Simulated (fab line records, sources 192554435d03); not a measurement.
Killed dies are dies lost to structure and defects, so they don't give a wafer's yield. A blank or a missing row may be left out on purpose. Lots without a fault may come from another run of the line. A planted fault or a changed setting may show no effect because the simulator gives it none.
fab line records | flow n5_finfet
record lots=3 wafers=9 last_day=17
route steps=1938 shown BEOL_M11@1590 BEOL_M12@1602
lots that met no fault: from a run of the same line without faults
start_h: hours from the record's first day to the start of the lot's first wafer shown | wait_h: hours since the lot's step before | " the same as in the row above | L1.1+2: a row that stands for several wafers | - no value, or no start given | * or withheld: withheld | < > ~ a bound
route shown NAME@n: a module of which the file shows steps, and the number in the route of the first | usual: mean/standard deviation of fault-free wafers | same: alike in all rows | chamber/n: place in a boat | sites: the reading at each site | _std_site: their standard deviation | _edge_site: outer sites' mean less inner sites' | radius_mm: how far each site lies from the wafer's centre | mask NAME#n: copy n | behind: the tool/chamber that last shaped the wafer | hold: why the lot was held/for how many hours/how that ended | device: the transistor (n, p or np) that didn't switch | end of line: the same wafers' tests at the end of the route | a step without rows: its recipe alone | killed: dies lost to structure and defects at the first sort, not the wafer's yield | map: a wafer's dies, x killed, . not, _ none there
set.NAME: the setting as run; set.NAME@STEP: as run at that earlier step | model.NAME: the simulator's own value behind a step, which no gauge read
lots at some steps of the route; a table a step, a row a wafer
services: from which hour (start_h, from the record's first day; less than 0 if before it) a tool's chamber was out of use, for how many hours, and why
## steps
# step N5_BEOL_M11_ALD_74
# recipe material=TaN target_thk_a=20 temp_c=275 ald_precursor_family=PDMAT ald_co_reactant=NH3 pressure_torr=3 carrier_flow_sccm=1500 pulse_time_s=2 purge_time_s=3 co_reactant_purge_time_s=2 co_reactant_pulse_time_s=3 ald_cycles=40 precursor_vessel_temp_c=75 precursor_vessel_pressure_torr=26.25 precursor_vessel_carrier_sccm=1000
# step N5_BEOL_M11_SURFACE_TREAT_76
# recipe gas=Ar time_s=* ion_energy_ev=* ion_current_ma_cm2=0.5 pressure_mtorr=* ar_flow_sccm=30
# step N5_BEOL_M11_CVD_75
# recipe material=Co target_thk_a=20 temp_c=withheld precursor=CCTBA/H2 pressure_torr=30 time_s=138.9
# step N5_BEOL_M11_SPUTTER_48
# recipe material=Cu target_thk_a=120 temp_c=-20 bias_v=60 power_w=26000 chamber_pressure_pa=0.13 time_s=2
# step N5_BEOL_M11_ECD_50
# recipe material=Cu target_thk_a=3180
# step N5_BEOL_M11_ANNEAL_51
# recipe temp_c=225 time_s=90 ambient=N2
# step N5_BEOL_M11_CMP_52
# recipe stop_on=SiCOH_lowk t_overpolish_s=7 down_force_psi=1 platen_rpm=50 clearing_platen_down_force_psi=1.5 clearing_platen_rpm=50 post_cmp_clean=cu_alkaline target_thk_nm=140 clearing_platen_pad_velocity_m_s=0.99484 pad_velocity_m_s=0.99484
# step N5_BEOL_M11_PRE_CLEAN_55
# recipe gas=NH3 time_s=15 temp_c=withheld rf_power_w=300
# step N5_BEOL_M11_DEP_56
# recipe material=SiCN target_thk_a=300 temp_c=withheld precursor=3MS/NH3 pressure_torr=3 rf_w=675 time_s=10.5
# step N5_BEOL_M12_ILD_DEP_00
# recipe material=SiOC target_thk_a=6589.2 temp_c=350 precursor=DEMS/O2 pressure_torr=5 rf_w=500 time_s=130.7
# usual heater_power_w=492/69 showerhead_plenum_p_Torr=5.691/0.017 throttle_valve_pct=11.9/0.63
# columns lot.wafer tool chamber start_h wait_h heater_power_w showerhead_plenum_p_Torr throttle_valve_pct model.SiOC_of_BEOL_M12_ILD_DEP_00.thk_nm
L126.1 pecvd-03 0 295.48 0.0 472 5.691 12.4 664.6
L126.4 " 0 " " 377 5.685 12.4 667.4
L126.6 " 1 " " 613 5.695 13.1 657
L130.1 pecvd-01 1 329.68 0.0 610 5.688 10.8 651.4
L130.2 " 0 " " 520 5.694 13.0 652.4
L130.3 " 2 " " 445 5.666 11.3 653
L134.1 pecvd-01 2 353.56 0.0 440 5.670 11.4 749
L134.4 " 0 " " 519 5.681 12.7 669.8
L134.6 " 2 " " 454 5.687 11.6 669
# step N5_BEOL_M12_THK_MEAS_01
# recipe reads=SiOC_of_BEOL_M12_ILD_DEP_00
# usual M12_ILD_THK=659/8.2
# columns lot.wafer tool chamber start_h wait_h M12_ILD_THK[nm]
L126.1 film_metro-01 - 295.61 0.1 664
L126.4 " - " " 668
L126.6 " - " " 657
L130.1 film_metro-01 - 329.81 0.1 651
L130.2 " - " " 652
L130.3 " - " " 653
L134.1 film_metro-02 - 353.70 0.1 749
L134.4 " - " " 670
L134.6 " - " " 669
# step N5_BEOL_M12_COAT_58
# recipe resist=BARC temp_c=205 time_s=60 spin_rpm=1500 resist_thk_nm=89
# step N5_BEOL_M12_COAT_04
# recipe spin_rpm=1625 resist_thk_nm=400
# step N5_BEOL_M12_EBR_06
# recipe solvent=PGMEA ebr_width_mm=1.5
# step N5_BEOL_M12_SOFTBAKE_05
# recipe temp_c=130 time_s=60
# step N5_BEOL_M12_EXPOSE_07
# recipe mask_id=V11 na=0.93 source_shape=conventional sigma_outer=0.6 polarization=unpolarized attpsm_phase_deg=180 dose_mj=32.5
# step N5_BEOL_M12_PEB_08
# recipe peb_temp_c=130 peb_time_s=90
# step N5_BEOL_M12_DEVELOP_09
# recipe develop_time_s=45 rinse_liquid=diw dry=air_spin dev_temp_c=21
# step N5_BEOL_M12_HARDBAKE_14
# recipe temp_c=130 time_s=120
# step N5_BEOL_M12_DESCUM_15
# recipe chemistry=O2 time_s=7.9 source_power_w=50 bias_power_w=20 pressure_mtorr=20 rf_frequency_hz=2.712e+07 temp_c=40 o2_flow_sccm=225
# step N5_BEOL_M12_ETCH_59
# recipe chemistry=N2/H2 target=BARC target_depth_a=890 overetch_a=267 time_s=67.9 ion_energy_ev=200 pressure_mtorr=30 source_w=840 bias_w=150 n2_flow_sccm=200 h2_flow_sccm=200
# step N5_BEOL_M12_VIA_ETCH_16
# recipe chemistry=C4F8/O2/Ar target=SiOC pressure_mtorr=30 source_w=3000 bias_w=700 Ar_flow_sccm=400 C4F8_flow_sccm=15 O2_flow_sccm=8 he_inner_torr=15 he_outer_torr=30 target_depth_a=7248 time_s=withheld ion_energy_ev=250 ends=cleared
# usual O2_flow_sccm=7.998/0.024 drypump_motor_current_A=5.6/0.55 oes_product_au=0.73/0.077 rf_vpp_V=664.7/2.8 showerhead_plenum_p_Torr=3.40/0.095 throttle_valve_pct=24.15/0.27
# columns lot.wafer tool chamber start_h wait_h O2_flow_sccm drypump_motor_current_A oes_product_au rf_vpp_V showerhead_plenum_p_Torr throttle_valve_pct model.etch.depth_nm model.coat_of_BEOL_M12_COAT_04.thk_nm
L126.1 rie_diel-05 0 296.11 0.0 8.011 6.1 0.75 664.2 3.34 23.96 664.7 123.8
L126.4 " 3 " " 8.014 6.1 0.62 665.9 3.50 24.60 667.4 122.8
L126.6 " 3 " " 8.010 6.1 0.62 668.4 3.50 24.61 657.1 125
L130.1 rie_diel-06 3 330.41 0.0 7.957 5.4 0.81 671.0 3.64 24.37 651.4 125.6
L130.2 " 1 " " 7.982 4.8 0.64 661.0 3.29 24.75 652.5 123.4
L130.3 " 0 " " 8.009 5.6 0.65 663.5 3.43 24.41 653 123.4
L134.1 rie_diel-01 3 354.76 0.0 7.983 5.2 0.78 661.7 3.32 23.97 749 100
L134.4 " 1 " " 8.023 5.1 0.63 665.4 3.36 24.11 669.8 123.2
L134.6 " 0 " " 8.008 4.9 0.68 662.8 3.27 24.30 668.9 121.4
# step N5_BEOL_M12_STRIP_63
# recipe chemistry=N2/H2 power_w=1000 temp_c=250 h2_frac=0.65 overash_fraction=0.3 pressure_mtorr=1000 n2_flow_sccm=1750 h2_flow_sccm=3250
# usual drypump_motor_current_A=5.59/0.24 heater_power_w=332/17 oes_product_au=0.694/0.0045 strip_time_to_endpoint_s=42.6/0.77
# same overash_fraction=0.3
# columns lot.wafer tool chamber start_h wait_h drypump_motor_current_A heater_power_w oes_product_au rf_hours_counter_h strip_time_to_endpoint_s
L126.1 plasma_asher-02 0 296.39 - 5.34 346 0.694 69 42.7
L126.4 " 0 " " 5.35 340 0.699 - 42.4
L126.6 " 0 " " 5.31 346 0.692 - 43.0
L130.1 plasma_asher-01 1 330.61 - 5.86 307 0.702 152 43.2
L130.2 " 0 " " 5.37 355 0.691 152 42.6
L130.3 " 0 " " 5.37 350 0.696 - 42.6
L134.1 plasma_asher-01 1 354.96 - 5.90 313 0.686 155 36.2
L134.4 " 1 " " 5.92 317 0.687 - 42.5
L134.6 " 1 " " 5.89 313 0.692 - 42.1
# step N5_BEOL_M12_STRIP_64
# recipe chemistry=N2/H2 power_w=1000 temp_c=250 h2_frac=0.65 overash_fraction=0.3 pressure_mtorr=withheld n2_flow_sccm=1750 h2_flow_sccm=3250
# step N5_BEOL_M12_STRIP_71
# recipe chemistry=post_etch_residue_remover time_s=60 temp_c=25 remover_ph=withheld remover_water_wt_pct=withheld remover_fluoride_wt_pct=withheld
# step N5_BEOL_M12_SRD_72
# recipe time_s=30 temp_c=23 rinse_liquid=diw dry=n2_spin spin_rpm=1500 dry_time_s=30
# step N5_BEOL_M12_COAT_65
# recipe resist=SOC temp_c=250 time_s=60 spin_rpm=1500 resist_thk_nm=300
# step N5_BEOL_M12_COAT_66
# recipe resist=SiARC temp_c=220 time_s=60 spin_rpm=1500 resist_thk_nm=110
# step N5_BEOL_M12_COAT_22
# recipe spin_rpm=2888 resist_thk_nm=300
# step N5_BEOL_M12_EBR_24
# recipe solvent=PGMEA ebr_width_mm=1.5
# step N5_BEOL_M12_SOFTBAKE_23
# recipe temp_c=130 time_s=60
# step N5_BEOL_M12_EXPOSE_25
# recipe mask_id=M12 na=0.93 source_shape=conventional sigma_outer=0.4 polarization=unpolarized dose_mj=21.8
# step N5_BEOL_M12_PEB_26
# recipe peb_temp_c=130 peb_time_s=90
# step N5_BEOL_M12_DEVELOP_27
# recipe develop_time_s=45 rinse_liquid=diw dry=air_spin dev_temp_c=21
# step N5_BEOL_M12_HARDBAKE_32
# recipe temp_c=130 time_s=120
# step N5_BEOL_M12_CMP_49
# recipe stop_on=SiOC t_overpolish_s=20.6 down_force_psi=1 platen_rpm=50 clearing_platen_down_force_psi=1.5 clearing_platen_rpm=50 post_cmp_clean=cu_alkaline target_thk_nm=320 clearing_platen_pad_velocity_m_s=0.99484 pad_velocity_m_s=0.99484
# usual motor_current_A=5.9/0.68
# columns lot.wafer tool chamber start_h wait_h motor_current_A model.SiOC_of_BEOL_M12_ILD_DEP_00.thk_nm
L126.1 cmp-02 1 301.11 0.3 4.9 604.8
L126.4 " 2 " " 5.3 607.6
L126.6 " 3 " " 5.4 597.2
L130.3 cmp-03 0 341.84 0.2 6.8 593
L130.1 " 1 " " 5.3 592.2
L130.2 " 2 " " 5.6 593.4
L134.1 cmp-02 2 358.07 0.3 5.0 690.6
L134.4 " 3 " " 5.5 611.2
L134.6 " 2 " " 5.6 610.2
## services
# columns tool chamber start_h hours kind
cmp-03 - 279.49 4.0 pm
pecvd-03 2 280.60 5.5 scheduled_down
cmp-03 - 283.49 - consumable_replace:conditioner
cmp-03 - 283.49 - consumable_replace:pad
pecvd-01 - 293.53 14.6 pm
plasma_asher-01 - 295.86 2.8 pm
rie_diel-05 3 319.94 - clean
rie_diel-05 3 319.94 - consumable_replace:focus_ring
rie_diel-05 3 319.94 23.7 scheduled_down
rie_diel-05 3 319.94 23.7 vent_cycle
rie_diel-06 - 323.83 2.8 pm
pecvd-01 1 332.56 5.5 scheduled_down
rie_diel-06 1 353.19 3.7 repair
## key
first_sign step=N5_BEOL_M12_THK_MEAS_01 reading=M12_ILD_THK direction=up sigmas=11 usual=659 struck=749
effect step=N5_BEOL_M12_STRIP_63 reading=strip_time_to_endpoint_s direction=down sigmas=8.2 usual=* struck=*
model_effect step=N5_BEOL_M12_ILD_DEP_00 value=SiOC_of_BEOL_M12_ILD_DEP_00.thk_nm without=656.2 struck=749
model_effect step=N5_BEOL_M12_VIA_ETCH_16 value=etch.depth_nm without=656.2 struck=749
model_effect step=N5_BEOL_M12_CMP_49 value=SiOC_of_BEOL_M12_ILD_DEP_00.thk_nm without=597.8 struck=690.6
met_at N5_BEOL_M12_ILD_DEP_00
struck_wafers L134.1
onset_between 329.68 353.56
fault kind=process_parameter_drift tool=pecvd-01 chamber=- onset_h=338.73 steps=N5_BEOL_M12_ILD_DEP_00 channel=target_thk_a offset=* shape=step end_h=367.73 scope=struck_wafers_only acts_in=* stated=*
